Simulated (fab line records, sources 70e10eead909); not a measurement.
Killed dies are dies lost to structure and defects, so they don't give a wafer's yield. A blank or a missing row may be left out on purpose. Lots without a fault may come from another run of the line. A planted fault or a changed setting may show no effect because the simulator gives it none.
Problem report in the 8D (eight disciplines) form, filled by code | flow nand_harc | the parts of the form that need people (team, actions taken, sign-off) are left out

1. THE PROBLEM
rf_fwd_power_W at NHARC_A_ONON_D1_DEP_33 reads a mean of 1001 W on 1 wafer of 1 lot; wafers without a fault read 897 W with a standard deviation of 3.1. That is +34 standard deviations from the usual mean.
The step: deposits SiO2, target thk 200 nm.
First seen on wafer L643.4, day 13 02:10, on pecvd-01. The record holds 36 wafers of 12 lots with a number at this step. Rule for "out", or "out of limits": more than 4 standard deviations from the usual mean. The other wafers with a number count as sound.

2. WHAT IT IS AND WHAT IT IS NOT
question                    | is                | is not
which readings at this step | rf_fwd_power_W    | heater_power_w, throttle_valve_pct
which lots                  | L643              | L623, L624, L625, L626, L627, L629, L630, L631, L632, L633, L646
which wafers of those lots  | L643.4            | L643.1, L643.6
read on which tools         | pecvd-01          | pecvd-02, pecvd-03
when                        | from day 13 02:10 | up to then (32 sound wafers); but 3 sound wafers of L646 came after

3. SUSPECTS, AND WHAT RULES EACH OUT
Counting: a tool at a process step up to the reading stays a suspect if it ran every lot that is out. Sound lots after the first of them don't rule it out here, since some wafers of a struck lot are sound.
- rie_diel-01 at NHARC_A_ZERO_WELL_DESCUM_12 (chemistry O2, time 3 s): kept. It ran the lot that is out, L643 (day 11 16:11); its last sound lot up to then is L633 (day 8 16:06).
- rie_si-02 at NHARC_A_ZERO_WELL_ETCH_13 (etches the open film in HBr/Cl2, target depth 120 nm, time 40.1 s): kept. It ran the lot that is out, L643 (day 11 16:25); its last sound lot up to then is L627 (day 7 12:48).
- pecvd-01 at NHARC_A_ONON_D1_DEP_33 (deposits SiO2, target thk 200 nm): kept. It ran the lot that is out, L643 (day 13 02:10); its last sound lot up to then is L633 (day 10 04:34). Its own readings are out on those wafers: rf_fwd_power_W.
- Within rie_diel-01 at NHARC_A_ZERO_WELL_DESCUM_12: the wafers that are out ran in chamber 0; their sound lot-mates ran in chambers 1, 3.
- Within rie_si-02 at NHARC_A_ZERO_WELL_ETCH_13: the wafers that are out ran in chamber 0; their sound lot-mates ran in chambers 1, 2.
- Within pecvd-01 at NHARC_A_ONON_D1_DEP_33: the wafers that are out ran in chamber 0; their sound lot-mates ran in chambers 1, 2.
Left after counting: rie_diel-01 at NHARC_A_ZERO_WELL_DESCUM_12, rie_si-02 at NHARC_A_ZERO_WELL_ETCH_13, pecvd-01 at NHARC_A_ONON_D1_DEP_33.

4. THE CAUSE (what the simulator had put in)
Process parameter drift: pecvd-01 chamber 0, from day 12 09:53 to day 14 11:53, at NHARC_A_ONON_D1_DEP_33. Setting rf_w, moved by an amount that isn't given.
Counting left 3 suspects, and this tool is among them.

5. THE CHAIN OF EFFECTS, in route order
Each row: a reading whose mean over the struck wafers that have a number lies more than 3 standard deviations from the usual. Only readings for which the record gives a usual standard deviation are gone through. hours: the time from each lot's start at the first step in this table that gives one to its start at this step, as a median over the lots. sigmas: the change in usual standard deviations.
hours | step                        | reading        | usual    | on struck wafers | change | sigmas
0     | NHARC_A_ONON_D1_DEP_33      | rf_fwd_power_W | 897 W    | 1001             | +104   | +34
0     | NHARC_A_ONON_D1_THK_MEAS_34 | thk_nm         | 200.6 nm | 210.3            | +9.7   | +3.9
The process steps in it:
- NHARC_A_ONON_D1_DEP_33: deposits SiO2, target thk 200 nm.

6. WHAT WOULD HAVE CAUGHT IT SOONER
In this record the first reading out of limits was taken at day 13 02:10, 16 hours after the fault began at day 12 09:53.
